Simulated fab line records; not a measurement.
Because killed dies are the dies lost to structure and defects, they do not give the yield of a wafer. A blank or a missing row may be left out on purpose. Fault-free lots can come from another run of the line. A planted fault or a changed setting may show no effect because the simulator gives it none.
fab line records ; flow nand_harc
record lots=6; wafers=18; last_day=33
route steps=1302 shown A_ONON_D2@558 A_CHANNEL_HOLE_D2@570 END@1302
lots that met no fault: from a run of the same line without faults
start_h: the number of hours between the record's first day and the start of the first shown wafer of the lot ; wait_h: hours from the lot's prior step to this one ; " same as the row above ; L1.1+2: several wafers, shown together as one row ; - either no value or no given start ; * or withheld: withheld ; < > ~ a bound
route shown NAME@n: NAME is a module with steps in the file, n the number in the route of the first one ; usual: the fault-free wafers' mean and standard deviation ; same: alike in all rows ; chamber/n: place in a boat ; sites: per-site readings ; _std_site: the values' standard deviation ; _edge_site: the outer-site mean with the inner-site mean subtracted ; radius_mm: for every site, how far away it sits from the centre of the wafer ; mask NAME#n: copy n ; behind: the last tool/chamber to shape the wafer ; hold: the reason the lot was held/the length of the hold in hours/how it ended ; device: the n, p or np transistor that did not switch ; end of line: the tests these same wafers got at the end of their route ; a step without rows: its recipe alone ; killed: not the wafer's yield, but the dies lost to structure and defects at the first sort ; map: dies across one wafer; x = killed, . = not, _ = none there
set.NAME: setting as actually run; set.NAME@STEP: the setting as run at that earlier step ; model.NAME: the simulator's own value behind a step, which no gauge read
lots at some steps of the route; a table a step, a row a wafer
services: from which hour (start_h, from the record's first day; less than 0 if before it) a tool's chamber was out of use, for how many hours, and why
## steps
# step NHARC_A_ONON_D2_DEP_19
# recipe target_thk_a=10000; n2_flow_sccm=2750; n2o_flow_sccm=2000; nh3_flow_sccm=500; sih4_flow_sccm=210; temp_c=400
# step NHARC_A_ONON_D2_THK_MEAS_21
# recipe thk_meas_gauge=ellipsometry
# usual thk_nm=1002/9
lot.wafer;tool;chamber;start_h;wait_h;thk_nm
L372.1;film_metro-01;-;299.04;-;1014
L372.3;film_metro-01;-;299.04;-;1015
L372.4;film_metro-01;-;299.04;-;1015
L377.2;film_metro-01;-;338.33;-;1004
L377.4;film_metro-01;-;338.33;-;1001
L377.6;film_metro-01;-;338.33;-;1003
L378.1;film_metro-02;-;350.23;-;984
L378.4;film_metro-02;-;350.23;-;983
L378.6;film_metro-02;-;350.23;-;984
L380.1;film_metro-01;-;384.12;-;1006
L380.3;film_metro-01;-;384.12;-;1004
L380.6;film_metro-01;-;384.12;-;1005
L381.2;film_metro-01;-;384.15;-;1006
L381.4;film_metro-01;-;384.15;-;1005
L381.5;film_metro-01;-;384.15;-;1007
L392.1;film_metro-01;-;506.71;-;998
L392.2;film_metro-01;-;506.71;-;998
L392.4;film_metro-01;-;506.71;-;996
# step NHARC_A_ONON_D2_DEP_22
# recipe target_thk_a=10000; n2_flow_sccm=2750; n2o_flow_sccm=2000; nh3_flow_sccm=500; sih4_flow_sccm=210; temp_c=400
# step NHARC_A_ONON_D2_THK_MEAS_24
# recipe thk_meas_gauge=ellipsometry
# usual thk_nm=1001/9.1
lot.wafer;tool;chamber;start_h;wait_h;thk_nm
L372.1;film_metro-02;-;299.60;-;997
L372.3;film_metro-02;-;299.60;-;996
L372.4;film_metro-02;-;299.60;-;998
L377.2;film_metro-02;-;338.90;-;1002
L377.4;film_metro-02;-;338.90;-;1002
L377.6;film_metro-02;-;338.90;-;1001
L378.1;film_metro-02;-;350.80;-;993
L378.4;film_metro-02;-;350.80;-;992
L378.6;film_metro-02;-;350.80;-;993
L380.1;film_metro-01;-;384.69;-;991
L380.3;film_metro-01;-;384.69;-;993
L380.6;film_metro-01;-;384.69;-;991
L381.2;film_metro-01;-;384.71;-;1024
L381.4;film_metro-01;-;384.71;-;1023
L381.5;film_metro-01;-;384.71;-;1024
L392.1;film_metro-02;-;507.28;-;997
L392.2;film_metro-02;-;507.28;-;996
L392.4;film_metro-02;-;507.28;-;996
# step NHARC_A_ONON_D2_DEP_25
# recipe target_thk_a=10000; n2_flow_sccm=2750; n2o_flow_sccm=2000; nh3_flow_sccm=500; sih4_flow_sccm=210; temp_c=400
# step NHARC_A_ONON_D2_THK_MEAS_27
# recipe thk_meas_gauge=ellipsometry
# usual thk_nm=996/11
lot.wafer;tool;chamber;start_h;wait_h;thk_nm
L372.1;film_metro-01;-;300.16;-;999
L372.3;film_metro-01;-;300.16;-;999
L372.4;film_metro-01;-;300.16;-;1000
L377.2;film_metro-01;-;339.47;-;971
L377.4;film_metro-01;-;339.47;-;972
L377.6;film_metro-01;-;339.47;-;972
L378.1;film_metro-01;-;351.36;-;998
L378.4;film_metro-01;-;351.36;-;997
L378.6;film_metro-01;-;351.36;-;998
L380.1;film_metro-01;-;385.25;-;999
L380.3;film_metro-01;-;385.25;-;1001
L380.6;film_metro-01;-;385.25;-;999
L381.2;film_metro-01;-;385.29;-;983
L381.4;film_metro-01;-;385.29;-;982
L381.5;film_metro-01;-;385.29;-;982
L392.1;film_metro-02;-;507.85;-;972
L392.2;film_metro-02;-;507.85;-;974
L392.4;film_metro-02;-;507.85;-;970
# step NHARC_A_ONON_D2_DEP_28
# recipe target_thk_a=10000; n2_flow_sccm=2750; n2o_flow_sccm=2000; nh3_flow_sccm=500; sih4_flow_sccm=210; temp_c=400
# step NHARC_A_ONON_D2_THK_MEAS_30
# recipe thk_meas_gauge=ellipsometry
# usual thk_nm=1001/7.8
lot.wafer;tool;chamber;start_h;wait_h;thk_nm
L372.1;film_metro-02;-;300.73;-;1004
L372.3;film_metro-02;-;300.73;-;1006
L372.4;film_metro-02;-;300.73;-;1006
L377.2;film_metro-01;-;340.03;-;1006
L377.4;film_metro-01;-;340.03;-;1005
L377.6;film_metro-01;-;340.03;-;1005
L378.1;film_metro-02;-;351.95;-;1007
L378.4;film_metro-02;-;351.95;-;1006
L378.6;film_metro-02;-;351.95;-;1008
L380.1;film_metro-01;-;385.82;-;1001
L380.3;film_metro-01;-;385.82;-;1000
L380.6;film_metro-01;-;385.82;-;1002
L381.2;film_metro-01;-;385.86;-;1003
L381.4;film_metro-01;-;385.86;-;1000
L381.5;film_metro-01;-;385.86;-;1001
L392.1;film_metro-02;-;508.41;-;987
L392.2;film_metro-02;-;508.41;-;988
L392.4;film_metro-02;-;508.41;-;986
# step NHARC_A_ONON_D2_DEP_33
# recipe target_thk_a=2000; temp_c=400; pressure_torr=6.5; rf_w=900; teos_flow_sccm=161.4; flow_sccm=2650; target_thk_nm=200; gas=O2; material=SiO2
# usual heater_power_w=546/99; throttle_valve_pct=15.9/0.4
lot.wafer;tool;chamber;start_h;wait_h;heater_power_w;since_wet_clean_h;throttle_valve_pct
L372.1;pecvd-01;0;301.07;0.3;794;158;16.4
L372.3;pecvd-01;1;301.07;0.3;558;-;15.9
L372.4;pecvd-01;0;301.07;0.3;608;-;16.3
L377.2;pecvd-03;2;340.18;0.1;489;142;16.8
L377.4;pecvd-03;0;340.18;0.1;366;-;15.5
L377.6;pecvd-03;1;340.18;0.1;516;-;16.3
L378.1;pecvd-01;1;352.01;0.1;439;28;15.8
L378.4;pecvd-01;1;352.01;0.1;463;-;15.9
L378.6;pecvd-01;1;352.01;0.1;479;-;16.2
L380.1;pecvd-03;2;385.88;0.1;552;7;16.0
L380.3;pecvd-03;0;385.88;0.1;362;7;15.3
L380.6;pecvd-03;0;385.88;0.1;377;-;15.1
L381.2;pecvd-02;1;385.92;0.1;609;146;16.4
L381.4;pecvd-02;1;385.92;0.1;601;-;16.3
L381.5;pecvd-02;2;385.92;0.1;466;-;15.9
L392.2;pecvd-02;0;508.47;0.1;640;87;16.3
L392.1;pecvd-02;2;508.47;0.1;587;87;15.4
L392.4;pecvd-02;0;508.47;0.1;650;-;16.3
# step NHARC_A_ONON_D2_THK_MEAS_34
# recipe thk_meas_gauge=ellipsometry
# usual thk_nm=202/3.2
lot.wafer;tool;chamber;start_h;wait_h;thk_nm
L372.1;film_metro-02;-;301.56;0.4;195
L372.3;film_metro-02;-;301.56;0.4;203
L372.4;film_metro-02;-;301.56;0.4;199
L377.2;film_metro-01;-;340.50;-;201
L377.4;film_metro-01;-;340.50;-;206
L377.6;film_metro-01;-;340.50;-;201
L378.1;film_metro-02;-;352.56;0.5;200
L378.4;film_metro-02;-;352.56;0.5;206
L378.6;film_metro-02;-;352.56;0.5;205
L380.1;film_metro-01;-;386.29;-;202
L380.3;film_metro-01;-;386.29;-;202
L380.6;film_metro-01;-;386.29;-;206
L381.2;film_metro-01;-;386.33;-;197
L381.4;film_metro-01;-;386.33;-;202
L381.5;film_metro-01;-;386.33;-;201
L392.1;film_metro-02;-;508.88;-;198
L392.2;film_metro-02;-;508.88;-;197
L392.4;film_metro-02;-;508.88;-;200
# step NHARC_A_ONON_D2_INSPECT_32
# usual raw_defect_count=397/150
lot.wafer;tool;chamber;start_h;wait_h;raw_defect_count
L372.1;defect_inspect-02;-;301.64;0.0;412
L372.3;defect_inspect-02;-;301.64;0.0;366
L372.4;defect_inspect-02;-;301.64;0.0;405
L377.2;defect_inspect-01;-;340.56;0.0;467
L377.4;defect_inspect-01;-;340.56;0.0;504
L377.6;defect_inspect-01;-;340.56;0.0;358
L378.1;defect_inspect-02;-;352.62;0.0;596
L378.4;defect_inspect-02;-;352.62;0.0;459
L378.6;defect_inspect-02;-;352.62;0.0;376
L380.1;defect_inspect-02;-;386.35;0.0;224
L380.3;defect_inspect-02;-;386.35;0.0;339
L380.6;defect_inspect-02;-;386.35;0.0;284
L381.2;defect_inspect-02;-;386.40;0.0;335
L381.4;defect_inspect-02;-;386.40;0.0;303
L381.5;defect_inspect-02;-;386.40;0.0;340
L392.1;defect_inspect-02;-;508.94;0.0;326
L392.2;defect_inspect-02;-;508.94;0.0;550
L392.4;defect_inspect-02;-;508.94;0.0;630
# step NHARC_A_CHANNEL_HOLE_D2_DEP_00
# recipe target_thk_a=31000; temp_c=400; material=aC
# usual throttle_valve_pct=35.002/0.0084
lot.wafer;tool;chamber;start_h;wait_h;throttle_valve_pct
L372.1;acl_dep-02;0;306.02;4.4;34.994
L372.3;acl_dep-02;0;306.02;4.4;34.998
L372.4;acl_dep-02;0;306.02;4.4;35.010
L377.2;acl_dep-02;0;346.25;5.7;34.995
L377.4;acl_dep-02;0;346.25;5.7;34.992
L377.6;acl_dep-02;0;346.25;5.7;35.005
L377.2;acl_dep-02;0;349.90;3.3;34.994
L377.4;acl_dep-02;0;349.90;3.3;34.985
L377.6;acl_dep-02;0;349.90;3.3;35.002
L378.1;acl_dep-02;0;352.69;0.1;35.010
L378.4;acl_dep-02;0;352.69;0.1;35.012
L378.6;acl_dep-02;0;352.69;0.1;35.014
L380.1;acl_dep-03;0;390.24;3.9;35.003
L380.3;acl_dep-03;0;390.24;3.9;34.998
L380.6;acl_dep-03;0;390.24;3.9;35.012
L381.2;acl_dep-02;0;390.64;4.2;35.001
L381.4;acl_dep-02;0;390.64;4.2;34.994
L381.5;acl_dep-02;0;390.64;4.2;35.009
L381.2;acl_dep-02;0;394.50;3.5;35.001
L381.4;acl_dep-02;0;394.50;3.5;34.996
L381.5;acl_dep-02;0;394.50;3.5;35.005
L392.1;acl_dep-01;0;511.08;2.1;35.001
L392.2;acl_dep-01;0;511.08;2.1;35.001
L392.4;acl_dep-01;0;511.08;2.1;35.007
# step NHARC_A_CHANNEL_HOLE_D2_DEP_01
# recipe target_thk_a=1400; target_thk_nm=140; temp_c=400; pressure_torr=3.5; flow_sccm=200; rf_w=350; material=SiON
# usual heater_power_w=767/73
lot.wafer;tool;chamber;start_h;wait_h;heater_power_w;since_wet_clean_h
L372.3;pecvd-02;2;307.95;1.0;738;68
L372.1;pecvd-02;1;307.95;1.0;700;68
L372.4;pecvd-02;1;307.95;1.0;691;-
L377.2;pecvd-01;0;351.53;1.3;905;27
L377.4;pecvd-01;0;351.53;1.3;917;-
L377.6;pecvd-01;1;351.53;1.3;747;-
L378.1;pecvd-02;1;354.62;1.6;751;115
L378.6;pecvd-02;0;354.62;1.6;820;-
L378.4;pecvd-02;1;354.62;1.6;746;-
L380.3;pecvd-02;1;392.15;1.0;843;152
L380.1;pecvd-02;0;392.15;1.0;711;152
L380.6;pecvd-02;2;392.15;1.0;777;-
L381.2;pecvd-01;1;396.15;1.3;703;72
L381.4;pecvd-01;1;396.15;1.3;717;-
L381.5;pecvd-01;0;396.15;1.3;826;-
L392.2;pecvd-04;2;513.04;1.3;692;50
L392.1;pecvd-04;1;513.04;1.3;776;50
L392.4;pecvd-04;2;513.04;1.3;675;-
# step NHARC_END_SORT_01
# recipe temp_c=25
# usual killed_at_array=61/24; killed_at_other=1.2/1.3; killed_at_periphery=3.7/2.6; killed_dies=66/23; killed_open=3.3/1.8; killed_short=2.4/1.6
# same gross_dies=677
lot.wafer;tool;chamber;start_h;wait_h;killed_at_array;killed_at_other;killed_at_periphery;killed_dies;killed_open;killed_short
L377.2;prober-01;0;625.73;2.8;674;0;3;677;2;1
L377.4;prober-01;0;627.32;3.4;676;1;0;677;1;1
L377.6;prober-01;0;628.91;4.0;672;4;1;677;7;3
L381.2;prober-02;0;670.37;2.8;676;0;1;677;2;1
L381.4;prober-02;0;671.95;3.4;674;1;2;677;3;4
L381.5;prober-02;0;672.73;3.6;673;0;4;677;2;1
# killed by level:class
L377.2 A_CHANNEL_HOLE_D2:area_dep=625 A_CHANNEL_HOLE_D1:chamber_film_flake=33 A_CHANNEL_HOLE_D2:chamber_film_flake=10 A_STAIRCASE:chamber_film_flake=3 P_GATE:geometric_particle:open=1 A_DECK1_JOINT:geometric_particle:short=1 A_BLC:geometric_particle:open=1 P_ZERO_WELL:chamber_film_flake=1
L377.4 A_CHANNEL_HOLE_D2:area_dep=622 A_CHANNEL_HOLE_D1:chamber_film_flake=33 A_CHANNEL_HOLE_D2:chamber_film_flake=14 A_CONTACT:chamber_film_flake=2 A_CHANNEL_FILL_D1:geometric_particle:open=1 A_WL_FILL:geometric_particle:short=1 A_ZERO_WELL:chamber_film_flake=1 A_CHANNEL_FILL_D2:chamber_film_flake=1
L377.6 A_CHANNEL_HOLE_D2:area_dep=614 A_CHANNEL_HOLE_D1:chamber_film_flake=29 A_CHANNEL_HOLE_D2:chamber_film_flake=11 A_CHANNEL_FILL_D2:geometric_particle:open=4 THIN_TSV:chamber_film_flake=4 A_DECK1_JOINT:geometric_particle:open=2 A_CHANNEL_FILL_D2:geometric_particle:short=2 A_DECK1_JOINT:chamber_film_flake=2
L381.2 A_CHANNEL_HOLE_D2:area_dep=588 A_SLIT:chamber_film_flake=40 A_CHANNEL_HOLE_D1:chamber_film_flake=24 A_CONTACT:chamber_film_flake=9 A_SGD_CUT:chamber_film_flake=7 A_CHANNEL_HOLE_D2:chamber_film_flake=3 A_STAIRCASE:chamber_film_flake=2 A_WL_FILL:geometric_particle:short=1
L381.4 A_CHANNEL_HOLE_D2:area_dep=578 A_SLIT:chamber_film_flake=36 A_CHANNEL_HOLE_D1:chamber_film_flake=35 A_CONTACT:chamber_film_flake=7 A_SGD_CUT:chamber_film_flake=5 A_WL_FILL:chamber_film_flake=4 A_STAIRCASE:chamber_film_flake=3 A_WL_FILL:geometric_particle:short=2
L381.5 A_CHANNEL_HOLE_D2:area_dep=585 A_CHANNEL_HOLE_D1:chamber_film_flake=33 A_SLIT:chamber_film_flake=32 A_CONTACT:chamber_film_flake=11 A_CHANNEL_HOLE_D2:chamber_film_flake=3 A_WL_FILL:chamber_film_flake=3 P_ZERO_WELL:chamber_film_flake=2 A_SGD_CUT:chamber_film_flake=2
# map L377.2 (x killed, . not)
____________x____________
_________xxxxxxx_________
_______xxxxxxxxxxx_______
______xxxxxxxxxxxxx______
_____xxxxxxxxxxxxxxx_____
____xxxxxxxxxxxxxxxxx____
____xxxxxxxxxxxxxxxxx____
___xxxxxxxxxxxxxxxxxxx___
___xxxxxxxxxxxxxxxxxxx___
__xxxxxxxxxxxxxxxxxxxxx__
__xxxxxxxxxxxxxxxxxxxxx__
_xxxxxxxxxxxxxxxxxxxxxxx_
_xxxxxxxxxxxxxxxxxxxxxxx_
_xxxxxxxxxxxxxxxxxxxxxxx_
_xxxxxxxxxxxxxxxxxxxxxxx_
_xxxxxxxxxxxxxxxxxxxxxxx_
xxxxxxxxxxxxxxxxxxxxxxxxx
xxxxxxxxxxxxxxxxxxxxxxxxx
xxxxxxxxxxxxxxxxxxxxxxxxx
xxxxxxxxxxxxxxxxxxxxxxxxx
xxxxxxxxxxxxxxxxxxxxxxxxx
_xxxxxxxxxxxxxxxxxxxxxxx_
_xxxxxxxxxxxxxxxxxxxxxxx_
_xxxxxxxxxxxxxxxxxxxxxxx_
_xxxxxxxxxxxxxxxxxxxxxxx_
_xxxxxxxxxxxxxxxxxxxxxxx_
__xxxxxxxxxxxxxxxxxxxxx__
__xxxxxxxxxxxxxxxxxxxxx__
___xxxxxxxxxxxxxxxxxxx___
___xxxxxxxxxxxxxxxxxxx___
____xxxxxxxxxxxxxxxxx____
____xxxxxxxxxxxxxxxxx____
_____xxxxxxxxxxxxxxx_____
______xxxxxxxxxxxxx______
_______xxxxxxxxxxx_______
_________xxxxxxx_________
____________x____________
# map L381.2 (x killed, . not)
____________x____________
_________xxxxxxx_________
_______xxxxxxxxxxx_______
______xxxxxxxxxxxxx______
_____xxxxxxxxxxxxxxx_____
____xxxxxxxxxxxxxxxxx____
____xxxxxxxxxxxxxxxxx____
___xxxxxxxxxxxxxxxxxxx___
___xxxxxxxxxxxxxxxxxxx___
__xxxxxxxxxxxxxxxxxxxxx__
__xxxxxxxxxxxxxxxxxxxxx__
_xxxxxxxxxxxxxxxxxxxxxxx_
_xxxxxxxxxxxxxxxxxxxxxxx_
_xxxxxxxxxxxxxxxxxxxxxxx_
_xxxxxxxxxxxxxxxxxxxxxxx_
_xxxxxxxxxxxxxxxxxxxxxxx_
xxxxxxxxxxxxxxxxxxxxxxxxx
xxxxxxxxxxxxxxxxxxxxxxxxx
xxxxxxxxxxxxxxxxxxxxxxxxx
xxxxxxxxxxxxxxxxxxxxxxxxx
xxxxxxxxxxxxxxxxxxxxxxxxx
_xxxxxxxxxxxxxxxxxxxxxxx_
_xxxxxxxxxxxxxxxxxxxxxxx_
_xxxxxxxxxxxxxxxxxxxxxxx_
_xxxxxxxxxxxxxxxxxxxxxxx_
_xxxxxxxxxxxxxxxxxxxxxxx_
__xxxxxxxxxxxxxxxxxxxxx__
__xxxxxxxxxxxxxxxxxxxxx__
___xxxxxxxxxxxxxxxxxxx___
___xxxxxxxxxxxxxxxxxxx___
____xxxxxxxxxxxxxxxxx____
____xxxxxxxxxxxxxxxxx____
_____xxxxxxxxxxxxxxx_____
______xxxxxxxxxxxxx______
_______xxxxxxxxxxx_______
_________xxxxxxx_________
____________x____________
## services
tool;chamber;start_h;hours;kind
pecvd-01;1;278.56;8.9;repair
acl_dep-03;-;298.49;13.0;pm
pecvd-01;-;311.14;13.0;pm
pecvd-01;0;311.14;13.0;vent_cycle
pecvd-01;-;335.16;6.4;repair
acl_dep-02;-;357.94;0.5;repair
pecvd-03;1;364.23;11.0;repair
pecvd-03;-;366.05;13.0;pm
acl_dep-01;-;367.34;13.0;pm
pecvd-04;-;373.59;0.8;repair
pecvd-02;-;408.14;13.0;pm
pecvd-02;0;408.14;13.0;vent_cycle
pecvd-02;1;408.14;13.0;vent_cycle
pecvd-02;2;408.14;13.0;vent_cycle
pecvd-02;0;421.14;-;clean
pecvd-02;1;421.14;-;clean
pecvd-02;2;421.14;-;clean
acl_dep-02;-;428.27;13.0;pm
pecvd-01;-;437.87;0.3;repair
pecvd-04;-;450.01;13.0;pm
pecvd-04;-;463.58;1.4;repair
acl_dep-03;-;481.21;13.0;pm
pecvd-03;-;486.06;0.6;repair
pecvd-01;-;492.21;13.0;pm
## key
first_sign step=NHARC_A_CHANNEL_HOLE_D2_DEP_00; reading=visit; direction=added
effect step=NHARC_END_SORT_01; reading=killed_dies; direction=up; sigmas=27; usual=66; struck=677
more_kills_born_at NHARC_A_CHANNEL_HOLE_D2_DEP_00@acl_dep-02=3612
met_at NHARC_A_CHANNEL_HOLE_D2_DEP_00
struck_wafers L377.2,L377.4,L377.6,L381.2,L381.4,L381.5
later_rows_left_out L377.2,L377.4,L377.6,L381.2,L381.4,L381.5
tester_left_out L377,L381
fault kind=repeated_step_whole; tool=acl_dep-01,acl_dep-02,acl_dep-03; chamber=-; onset_h=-; steps=NHARC_A_CHANNEL_HOLE_D2_DEP_00; times=1; scope=struck_lots_only
# tester_left_out: of these lots the tester's yield and bins aren't shown, on N5 and GAA mostly nor the transistor test; their killed dies are dies lost to structure and defects alone, not to doping, threshold or leakage, so they don't give the yield
# later_rows_left_out: the simulator's readings of these wafers behind a module that went badly wrong aren't trusted and aren't shown, but for the sort
